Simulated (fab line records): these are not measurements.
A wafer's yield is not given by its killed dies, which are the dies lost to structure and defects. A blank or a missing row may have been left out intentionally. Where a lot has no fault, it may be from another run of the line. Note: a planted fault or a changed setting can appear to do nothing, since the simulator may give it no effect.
Matching of chambers + flow n5_finfet + N5_BEOL_M1_ALD_84 on ald_metal-01: 4 sister chambers
The step deposits TaN, pulse time 2 s, purge time 3 s, co reactant purge time 2 s. 18 wafers are shown with their chamber, then 9 later ones without.

## EACH WAFER AND ITS CHAMBER
| wafer  | chamber | heater_power_w (W) | mfc_carrier_sccm (sccm) | precursor_vessel_pressure_torr (Torr) |
|--------|---------|--------------------|-------------------------|---------------------------------------|
| L074.3 | 1       | 406                | 1497                    | 26.21                                 |
| L074.5 | 3       | 431                | 1500                    | 26.16                                 |
| L074.6 | 1       | 409                | 1497                    | 26.15                                 |
| L076.1 | 3       | 417                | 1501                    | 26.23                                 |
| L076.4 | 1       | 410                | 1501                    | 26.26                                 |
| L076.5 | 2       | 528                | 1500                    | 26.24                                 |
| L078.1 | 0       | 410                | 1505                    | 26.29                                 |
| L078.5 | 1       | 420                | 1496                    | 26.34                                 |
| L078.6 | 2       | 510                | 1499                    | 26.25                                 |
| L079.1 | 0       | 405                | 1498                    | 26.22                                 |
| L079.2 | 2       | 520                | 1502                    | 26.31                                 |
| L079.3 | 3       | 415                | 1494                    | 26.35                                 |
| L081.1 | 2       | 518                | 1499                    | 26.25                                 |
| L081.2 | 3       | 428                | 1500                    | 26.22                                 |
| L081.5 | 0       | 406                | 1504                    | 26.34                                 |
| L082.3 | 0       | 402                | 1505                    | 26.24                                 |
| L082.4 | 3       | 421                | 1497                    | 26.36                                 |
| L082.6 | 2       | 523                | 1508                    | 26.28                                 |

SIGNATURES (averages over the wafers above)
| reading                        | chamber 0 | chamber 1 | chamber 2 | chamber 3 | scatter within a chamber |
|--------------------------------|-----------|-----------|-----------|-----------|--------------------------|
| heater_power_w                 | 405.75    | 411.25    | 519.80    | 422.40    | 6.04                     |
| mfc_carrier_sccm               | 1503.00   | 1497.75   | 1501.60   | 1498.40   | 3.15                     |
| precursor_vessel_pressure_torr | 26.2725   | 26.2400   | 26.2660   | 26.2640   | 0.0665                   |
Rule: a wafer's distance from a chamber is the root of the sum, over the readings, of the square of ((its reading less the chamber's mean) divided by the reading's scatter). If the next closest chamber is less than 2 further off than the closest, the wafer can't be placed; otherwise it belongs to the closest. How the scatter is found: for the shown wafers, subtract from each reading the mean of its chamber, square and add these, divide the total by (wafers less chambers), then take the root.

## WAFERS WITHOUT THEIR CHAMBER
| wafer  | heater_power_w (W) | mfc_carrier_sccm (sccm) | precursor_vessel_pressure_torr (Torr) |
|--------|--------------------|-------------------------|---------------------------------------|
| L088.2 | 406                | 1499                    | 26.25                                 |
| L088.4 | 526                | 1506                    | 26.33                                 |
| L088.5 | 411                | 1504                    | 26.20                                 |
| L093.1 | 511                | 1500                    | 26.22                                 |
| L093.4 | 414                | 1501                    | 26.26                                 |
| L093.6 | 421                | 1509                    | 26.32                                 |
| L096.1 | 513                | 1498                    | 26.22                                 |
| L096.4 | 424                | 1497                    | 26.13                                 |
| L096.5 | 416                | 1504                    | 26.14                                 |

## WHICH CHAMBER EACH ONE RAN IN
| wafer  | from the rows above          | in truth |
|--------|------------------------------|----------|
| L088.2 | can't be placed: 1 or 0 or 3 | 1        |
| L088.4 | 2                            | 2        |
| L088.5 | can't be placed: 0 or 1 or 3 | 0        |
| L093.1 | 2                            | 2        |
| L093.4 | can't be placed: 1 or 0 or 3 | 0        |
| L093.6 | can't be placed: 0 or 3 or 1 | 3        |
| L096.1 | 2                            | 2        |
| L096.4 | can't be placed: 3 or 1      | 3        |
| L096.5 | can't be placed: 1 or 0 or 3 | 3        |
Correctly placed: 3 of 9. From these rows, 6 cannot be placed; in 6 the true chamber is one of the candidates. Wrongly placed: 0.
